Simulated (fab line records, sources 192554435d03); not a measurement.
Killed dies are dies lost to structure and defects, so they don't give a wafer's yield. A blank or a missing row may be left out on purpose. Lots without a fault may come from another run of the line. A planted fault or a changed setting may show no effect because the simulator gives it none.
Chamber matching | flow n5_finfet | N5_PMOS_HMC_CHANNEL_EPI_ETCH_38 on rie_si-04: 4 sister chambers
The step etches SiO2 in CF4, target depth 1.5 nm. 20 wafers are shown with their chamber, then 10 later ones without.

WAFERS WITH THEIR CHAMBER
wafer  | chamber | drypump_motor_current_A (A) | throttle_valve_pct (%) | oes_product_au (a.u.)
L074.2 | 1       | 6.4                         | 21.78                  | 1.013
L074.3 | 3       | 5.9                         | 21.73                  | 0.978
L074.4 | 0       | 5.9                         | 21.78                  | 0.989
L075.1 | 3       | 5.9                         | 21.74                  | 0.974
L075.2 | 1       | 6.5                         | 21.79                  | 1.005
L075.3 | 0       | 5.9                         | 21.79                  | 0.998
L076.1 | 0       | 6.0                         | 21.78                  | 0.990
L076.2 | 2       | 5.2                         | 21.86                  | 0.984
L076.5 | 0       | 6.0                         | 21.76                  | 0.988
L079.2 | 2       | 5.2                         | 21.86                  | 0.994
L079.3 | 3       | 5.9                         | 21.73                  | 0.999
L079.6 | 2       | 5.2                         | 21.86                  | 0.995
L081.1 | 1       | 6.4                         | 21.79                  | 1.014
L081.2 | 2       | 5.2                         | 21.86                  | 0.991
L081.6 | 1       | 6.4                         | 21.77                  | 1.015
L087.2 | 0       | 6.0                         | 21.77                  | 0.996
L087.3 | 3       | 5.9                         | 21.74                  | 0.971
L087.5 | 1       | 6.4                         | 21.78                  | 1.001
L089.2 | 3       | 5.9                         | 21.74                  | 0.974
L089.3 | 0       | 6.0                         | 21.77                  | 1.003

SIGNATURES (means of the wafers above)
reading                 | chamber 0 | chamber 1 | chamber 2 | chamber 3 | scatter within a chamber
drypump_motor_current_A | 5.967     | 6.420     | 5.200     | 5.900     | 0.0365
throttle_valve_pct      | 21.7750   | 21.7820   | 21.8600   | 21.7360   | 0.00771
oes_product_au          | 0.99400   | 1.00960   | 0.99100   | 0.97920   | 0.00759
Rule: a wafer's distance from a chamber is the root of the sum, over the readings, of the square of ((its reading less the chamber's mean) divided by the reading's scatter). The wafer belongs to the nearest chamber; if the next one is less than 2 further off, it can't be placed. The scatter: the root of (the sum of the squares of (reading less its chamber's mean) over the shown wafers, divided by (wafers less chambers)).

WAFERS WITHOUT THEIR CHAMBER
wafer  | drypump_motor_current_A (A) | throttle_valve_pct (%) | oes_product_au (a.u.)
L089.6 | 5.9                         | 21.76                  | 0.974
L091.1 | 6.4                         | 21.80                  | 1.005
L091.4 | 5.9                         | 21.78                  | 0.999
L091.5 | 5.9                         | 21.75                  | 0.971
L094.1 | 6.5                         | 21.79                  | 1.014
L094.4 | 6.0                         | 21.78                  | 0.996
L094.5 | 5.9                         | 21.78                  | 1.010
L096.1 | 6.5                         | 21.79                  | 1.011
L096.2 | 5.9                         | 21.74                  | 0.979
L096.4 | 6.0                         | 21.77                  | 0.999

WHICH CHAMBER EACH WENT THROUGH
wafer  | from the rows above     | in truth
L089.6 | can't be placed: 3 or 0 | 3
L091.1 | 1                       | 1
L091.4 | 0                       | 0
L091.5 | 3                       | 3
L094.1 | 1                       | 1
L094.4 | 0                       | 0
L094.5 | 0                       | 0
L096.1 | 1                       | 1
L096.2 | 3                       | 3
L096.4 | 0                       | 0
Placed correctly: 9 of 10. Can't be placed from these rows: 1 (the true chamber is among the candidates in 1). Placed wrongly: 0.
